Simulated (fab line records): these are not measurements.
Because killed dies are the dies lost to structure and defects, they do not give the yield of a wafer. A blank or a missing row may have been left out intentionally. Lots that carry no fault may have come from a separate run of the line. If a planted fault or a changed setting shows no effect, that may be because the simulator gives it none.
Matching of chambers / flow n5_finfet / N5_HKMG_FIN_STRIP_89 on rie_diel-06 has 4 sister chambers
The step strips SOC in N2/H2, time 20 s. 4 wafers are shown with their chamber, then 12 later ones without.

== WAFERS WITH THEIR CHAMBER ==
wafer=L078.6; chamber=1; showerhead_plenum_p_Torr (Torr)=3.32
wafer=L084.1; chamber=2; showerhead_plenum_p_Torr (Torr)=3.18
wafer=L084.3; chamber=3; showerhead_plenum_p_Torr (Torr)=3.44
wafer=L084.5; chamber=0; showerhead_plenum_p_Torr (Torr)=3.56

== WAFERS WITH NO CHAMBER GIVEN ==
wafer=L085.1; showerhead_plenum_p_Torr (Torr)=3.44
wafer=L085.3; showerhead_plenum_p_Torr (Torr)=3.56
wafer=L085.4; showerhead_plenum_p_Torr (Torr)=3.31
wafer=L087.1; showerhead_plenum_p_Torr (Torr)=3.30
wafer=L087.4; showerhead_plenum_p_Torr (Torr)=3.56
wafer=L087.5; showerhead_plenum_p_Torr (Torr)=3.44
wafer=L088.2; showerhead_plenum_p_Torr (Torr)=3.44
wafer=L088.5; showerhead_plenum_p_Torr (Torr)=3.44
wafer=L088.6; showerhead_plenum_p_Torr (Torr)=3.56
wafer=L093.1; showerhead_plenum_p_Torr (Torr)=3.43
wafer=L093.2; showerhead_plenum_p_Torr (Torr)=3.30
wafer=L093.6; showerhead_plenum_p_Torr (Torr)=3.43

== EACH ONE'S CHAMBER ==
wafer=L085.1; from the rows above=3; in truth=3
wafer=L085.3; from the rows above=0; in truth=0
wafer=L085.4; from the rows above=1; in truth=1
wafer=L087.1; from the rows above=1; in truth=1
wafer=L087.4; from the rows above=0; in truth=0
wafer=L087.5; from the rows above=3; in truth=3
wafer=L088.2; from the rows above=3; in truth=3
wafer=L088.5; from the rows above=3; in truth=3
wafer=L088.6; from the rows above=0; in truth=0
wafer=L093.1; from the rows above=3; in truth=3
wafer=L093.2; from the rows above=1; in truth=1
wafer=L093.6; from the rows above=3; in truth=3
Placed correctly: 12 of 12. Number that these rows cannot place: 0. 0 placed wrongly.
How it was worked out, from the rows above alone: a wafer's distance from a chamber is the root of the sum, over the readings, of the square of ((its reading less the chamber's mean) divided by the reading's scatter). The wafer belongs to the nearest chamber; if the next one is less than 2 further off, it can't be placed. A chamber's mean is the mean of its shown wafers. The scatter: with one shown wafer a chamber, the root of the mean of the squares of how far each hidden wafer lies from its nearest shown one.
